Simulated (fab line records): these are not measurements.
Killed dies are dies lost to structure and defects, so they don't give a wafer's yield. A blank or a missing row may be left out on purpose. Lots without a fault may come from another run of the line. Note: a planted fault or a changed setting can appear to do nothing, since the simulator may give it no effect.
Split-lot study | flow n5_finfet | 7 lots, 39 wafers read, on a route of 1938 steps

== ON THE SPLIT ==
At N5_BEOL_M12_SPUTTER_43 (material TaN, target thk 15 nm, time 24.19 s), the setting time_s was moved away from the recipe's 24.19 s on 12 of the 39 wafers read, by -58.4% to +30.4%. All remaining wafers had this setting at the recipe value.

== FROM THE SPLIT TO THE READING: what the file shows between them, 4 steps ==
- N5_BEOL_M12_SPUTTER_44: material Ta, target thk 10 nm, time 16.13 s
- N5_BEOL_M12_SPUTTER_45: material Cu, target thk 80 nm, time 13.33 s
- N5_BEOL_M12_ECD_47: material Cu, target thk 720 nm
- N5_BEOL_M12_ANNEAL_48: time 90 s

== THE READING ==
barrier_field_endpoint_s, in s, at N5_BEOL_M12_CMP_49 (polishes, stops on SiOC, t overpolish 20.6 s, target thk 320 nm). Fault-free wafers of this fab line usually give 30.4 s, standard deviation 0.58 s.

wafer  | tool, chamber at the split | time_s as run, s | against the recipe | barrier_field_endpoint_s, s | against lot-mates on the recipe
L074.1 | pvd_sputter-03, -          | 24.19            | recipe             | 30.6                        | -
L074.3 | pvd_sputter-03, -          | 10.07            | -58.4%             | 19.8                        | -11.1
L074.4 | pvd_sputter-03, -          | 10.07            | -58.4%             | 20.5                        | -10.4
L074.2 | pvd_sputter-03, -          | 24.19            | recipe             | 31.4                        | -
L074.6 | pvd_sputter-03, -          | 10.07            | -58.4%             | 20.4                        | -10.5
L074.5 | pvd_sputter-03, -          | 24.19            | recipe             | 30.6                        | -
L075.4 | pvd_sputter-01, -          | 24.19            | recipe             | 31.0                        | -
L075.2 | pvd_sputter-01, -          | 24.19            | recipe             | 30.4                        | -
L075.3 | pvd_sputter-01, -          | 24.19            | recipe             | 30.5                        | -
L075.1 | pvd_sputter-01, -          | 24.19            | recipe             | 30.6                        | -
L075.5 | pvd_sputter-01, -          | 24.19            | recipe             | 30.7                        | -
L075.6 | pvd_sputter-01, -          | 24.19            | recipe             | 30.2                        | -
L085.2 | pvd_sputter-02, -          | 24.19            | recipe             | 31.0                        | -
L085.3 | pvd_sputter-02, -          | 11.54            | -52.3%             | 21.2                        | -9.5
L085.1 | pvd_sputter-02, -          | 24.19            | recipe             | 30.6                        | -
L085.4 | pvd_sputter-02, -          | 11.54            | -52.3%             | 20.8                        | -9.9
L085.5 | pvd_sputter-02, -          | 24.19            | recipe             | 30.6                        | -
L085.6 | pvd_sputter-02, -          | 11.54            | -52.3%             | 20.4                        | -10.3
L083.1 | pvd_sputter-03, -          | 24.19            | recipe             | 30.5                        | -
L083.5 | pvd_sputter-03, -          | 24.19            | recipe             | 30.0                        | -
L083.6 | pvd_sputter-03, -          | 24.19            | recipe             | 31.0                        | -
L086.4 | pvd_sputter-02, -          | 24.19            | recipe             | 29.7                        | -
L086.2 | pvd_sputter-02, -          | 24.19            | recipe             | 30.0                        | -
L086.1 | pvd_sputter-02, -          | 14.91            | -38.4%             | 23.3                        | -6.8
L086.3 | pvd_sputter-02, -          | 14.91            | -38.4%             | 22.5                        | -7.6
L086.6 | pvd_sputter-02, -          | 14.91            | -38.4%             | 22.8                        | -7.3
L086.5 | pvd_sputter-02, -          | 24.19            | recipe             | 30.5                        | -
L088.4 | pvd_sputter-01, -          | 24.19            | recipe             | 29.7                        | -
L088.3 | pvd_sputter-01, -          | 31.54            | +30.4%             | 36.2                        | +6.2
L088.1 | pvd_sputter-01, -          | 31.54            | +30.4%             | 35.3                        | +5.3
L088.2 | pvd_sputter-01, -          | 31.54            | +30.4%             | 36.1                        | +6.1
L088.5 | pvd_sputter-01, -          | 24.19            | recipe             | 29.7                        | -
L088.6 | pvd_sputter-01, -          | 24.19            | recipe             | 30.7                        | -
L096.1 | pvd_sputter-03, -          | 24.19            | recipe             | 30.7                        | -
L096.2 | pvd_sputter-03, -          | 24.19            | recipe             | 30.6                        | -
L096.3 | pvd_sputter-03, -          | 24.19            | recipe             | 30.0                        | -
L096.4 | pvd_sputter-03, -          | 24.19            | recipe             | 30.5                        | -
L096.6 | pvd_sputter-03, -          | 24.19            | recipe             | 29.8                        | -
L096.5 | pvd_sputter-03, -          | 24.19            | recipe             | 30.4                        | -

THE FIT
A straight line over all 39 wafers: barrier_field_endpoint_s changes by +0.182 s for each +1% of time_s; r = +0.99; the points scatter about the line by 0.46 s.
The same after taking each lot's own level away (the mean of its wafers on the recipe; 39 wafers): +0.187 s for each +1%; r = +1.00; scatter 0.36 s.
That fit puts the effect of the largest move of time_s on the reading at 11 s.
Across the lots, their own levels run from 30.03 to 30.87 s, a range of 1.4 times the standard deviation given above.
The two slopes are in agreement: the lot-to-lot level therefore moves the slope only a little.
Check: -10.9 s against its lot-mates is what the line predicts for one of the wafers moved furthest among these (-58.4%) when that wafer is left out of the fit. It came out at -11.1 s against them.

== THE WHOLE CHAIN: every reading that the file lists as answering this split, in the file's order ==
step                   | what it does                                                    | reading                                                                            | change (the file's fit)              | r (the file's)
N5_BEOL_M12_SPUTTER_43 | material TaN, target thk 15 nm, time 24.19 s                    | TaN_of_BEOL_M12_SPUTTER_43.thk_nm (the simulator's own value, which no gauge read) | +0.15 nm for each +1% of the setting | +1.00
N5_BEOL_M12_CMP_49     | polishes, stops on SiOC, t overpolish 20.6 s, target thk 320 nm | barrier_field_endpoint_s                                                           | +0.187 s for each +1% of the setting | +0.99

== THE FILE'S OWN FIT ==
barrier_field_endpoint_s changes by +0.187 s for each +1% of time_s, r = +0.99.
